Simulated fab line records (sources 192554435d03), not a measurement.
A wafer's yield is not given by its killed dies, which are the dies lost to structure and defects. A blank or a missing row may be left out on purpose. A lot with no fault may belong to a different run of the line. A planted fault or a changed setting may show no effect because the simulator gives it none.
Split-lot trial :: flow n5 finfet :: on a route of 1938 steps: 7 lots, 21 wafers read

== SPLIT DETAILS ==
At N5_BEOL_M15_ILD_DEP_00 (deposits SiO2 from TEOS/O2, target thk 1629.3 nm, time 346.1 s), the setting time s was moved away from the recipe's 346.1 s on 4 of the 21 wafers read, by -7.7% to +11.1%. For the rest of the wafers, this setting stayed at what the recipe calls for.

Split to reading: the file shows no intervening step.

== THE READING ==
Values of M15_ILD_THK in nm from N5_BEOL_M15_THK_MEAS_01. On this fab line, fault-free wafers typically give 1624 nm with a standard deviation of 25 nm.

wafer: L076.3
tool, chamber at the split: pecvd-02, 2
time s as run, s: 346.1
against the recipe: recipe
M15_ILD_THK, nm: 1618
against lot-mates on the recipe: -

wafer: L076.4
tool, chamber at the split: pecvd-02, 1
time s as run, s: 346.1
against the recipe: recipe
M15_ILD_THK, nm: 1649
against lot-mates on the recipe: -

wafer: L076.5
tool, chamber at the split: pecvd-02, 2
time s as run, s: 346.1
against the recipe: recipe
M15_ILD_THK, nm: 1656
against lot-mates on the recipe: -

wafer: L079.1
tool, chamber at the split: pecvd-02, 0
time s as run, s: 346.1
against the recipe: recipe
M15_ILD_THK, nm: 1653
against lot-mates on the recipe: -

wafer: L079.3
tool, chamber at the split: pecvd-02, 1
time s as run, s: 346.1
against the recipe: recipe
M15_ILD_THK, nm: 1603
against lot-mates on the recipe: -

wafer: L079.5
tool, chamber at the split: pecvd-02, 0
time s as run, s: 326.5
against the recipe: -5.7%
M15_ILD_THK, nm: 1569
against lot-mates on the recipe: -59

wafer: L084.1
tool, chamber at the split: pecvd-04, 0
time s as run, s: 346.1
against the recipe: recipe
M15_ILD_THK, nm: 1625
against lot-mates on the recipe: -

wafer: L084.2
tool, chamber at the split: pecvd-04, 1
time s as run, s: 346.1
against the recipe: recipe
M15_ILD_THK, nm: 1584
against lot-mates on the recipe: -

wafer: L084.4
tool, chamber at the split: pecvd-04, 0
time s as run, s: 346.1
against the recipe: recipe
M15_ILD_THK, nm: 1646
against lot-mates on the recipe: -

wafer: L085.2
tool, chamber at the split: pecvd-04, 0
time s as run, s: 384.6
against the recipe: +11.1%
M15_ILD_THK, nm: 1817
against lot-mates on the recipe: +223

wafer: L085.3
tool, chamber at the split: pecvd-04, 1
time s as run, s: 346.1
against the recipe: recipe
M15_ILD_THK, nm: 1570
against lot-mates on the recipe: -

wafer: L085.4
tool, chamber at the split: pecvd-04, 1
time s as run, s: 346.1
against the recipe: recipe
M15_ILD_THK, nm: 1618
against lot-mates on the recipe: -

wafer: L086.2
tool, chamber at the split: pecvd-04, 2
time s as run, s: 346.1
against the recipe: recipe
M15_ILD_THK, nm: 1600
against lot-mates on the recipe: -

wafer: L086.3
tool, chamber at the split: pecvd-04, 0
time s as run, s: 322.4
against the recipe: -6.8%
M15_ILD_THK, nm: 1507
against lot-mates on the recipe: -107

wafer: L086.6
tool, chamber at the split: pecvd-04, 2
time s as run, s: 346.1
against the recipe: recipe
M15_ILD_THK, nm: 1628
against lot-mates on the recipe: -

wafer: L089.1
tool, chamber at the split: pecvd-04, 0
time s as run, s: 346.1
against the recipe: recipe
M15_ILD_THK, nm: 1675
against lot-mates on the recipe: -

wafer: L089.3
tool, chamber at the split: pecvd-04, 2
time s as run, s: 346.1
against the recipe: recipe
M15_ILD_THK, nm: 1609
against lot-mates on the recipe: -

wafer: L089.5
tool, chamber at the split: pecvd-04, 0
time s as run, s: 346.1
against the recipe: recipe
M15_ILD_THK, nm: 1680
against lot-mates on the recipe: -

wafer: L092.1
tool, chamber at the split: pecvd-04, 1
time s as run, s: 319.6
against the recipe: -7.7%
M15_ILD_THK, nm: 1492
against lot-mates on the recipe: -165

wafer: L092.3
tool, chamber at the split: pecvd-04, 0
time s as run, s: 346.1
against the recipe: recipe
M15_ILD_THK, nm: 1653
against lot-mates on the recipe: -

wafer: L092.4
tool, chamber at the split: pecvd-04, 0
time s as run, s: 346.1
against the recipe: recipe
M15_ILD_THK, nm: 1661
against lot-mates on the recipe: -

FIT RESULTS
A straight line over all 21 wafers: M15_ILD_THK changes by +16.6 nm for each +1% of time s; r = +0.90; the points scatter about the line by 30 nm.
The same after taking each lot's own level away (the mean of its wafers on the recipe; 21 wafers): +18.5 nm for each +1%; r = +0.94; scatter 25 nm.
Per that fit: largest time s move, reading shift of 2.1e+02 nm.
The span of the lots' own levels, 1594.0 to 1657.0 nm, comes to 2.5 times the standard deviation stated above.
So the slope is not independent of the lot-to-lot level: the two fits are not the same.
Check: with one of the wafers moved furthest among these (+11.1%) left out of the fit, the line predicts +190 nm for it against its lot-mates. It came out at +223 nm against them.

== FURTHER SPLITS ON THESE WAFERS ==
Other splits were also applied to these wafers ahead of the reading. Each is held against what the fit with the lots' levels taken away leaves over:
other split on the same wafers: N5_BEOL_M9_DEGAS_44 temp c
wafers away from the commonest value: 4
r with M15_ILD_THK (lot level and that fit taken away): -0.18

other split on the same wafers: N5_BEOL_M11_PECVD_70 temp c
wafers away from the commonest value: 7
r with M15_ILD_THK (lot level and that fit taken away): +0.05

other split on the same wafers: N5_BEOL_M12_COAT_58 spin rpm
wafers away from the commonest value: 6
r with M15_ILD_THK (lot level and that fit taken away): -0.04

other split on the same wafers: N5_BEOL_M12_DESCUM_15 time s
wafers away from the commonest value: 9
r with M15_ILD_THK (lot level and that fit taken away): -0.09

other split on the same wafers: N5_BEOL_M12_SPUTTER_44 power w
wafers away from the commonest value: 4
r with M15_ILD_THK (lot level and that fit taken away): -0.14

== THE WHOLE CHAIN: every reading that the file lists as answering this split, in the file's order ==
step: N5_BEOL_M15_ILD_DEP_00
what it does: deposits SiO2 from TEOS/O2, target thk 1629.3 nm, time 346.1 s
reading: SiO2_of_BEOL_M15_ILD_DEP_00.thk nm (the simulator's own value, which no gauge read)
change (the file's fit): +18.3 nm for each +1% of the setting
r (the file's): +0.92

step: N5_BEOL_M15_THK_MEAS_01
what it does: 
reading: M15_ILD_THK
change (the file's fit): +18.4 for each +1% of the setting
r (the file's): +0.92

step: N5_BEOL_M15_VIA_ETCH_16
what it does: etches SiO2 in C4F8/O2/Ar, target depth 1792.2 nm
reading: etch.depth nm (the simulator's own value, which no gauge read)
change (the file's fit): +18.3 nm for each +1% of the setting
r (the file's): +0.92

== THE FILE'S OWN FIT ==
M15_ILD_THK changes by +18.4 nm for each +1% of time s, r = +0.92.
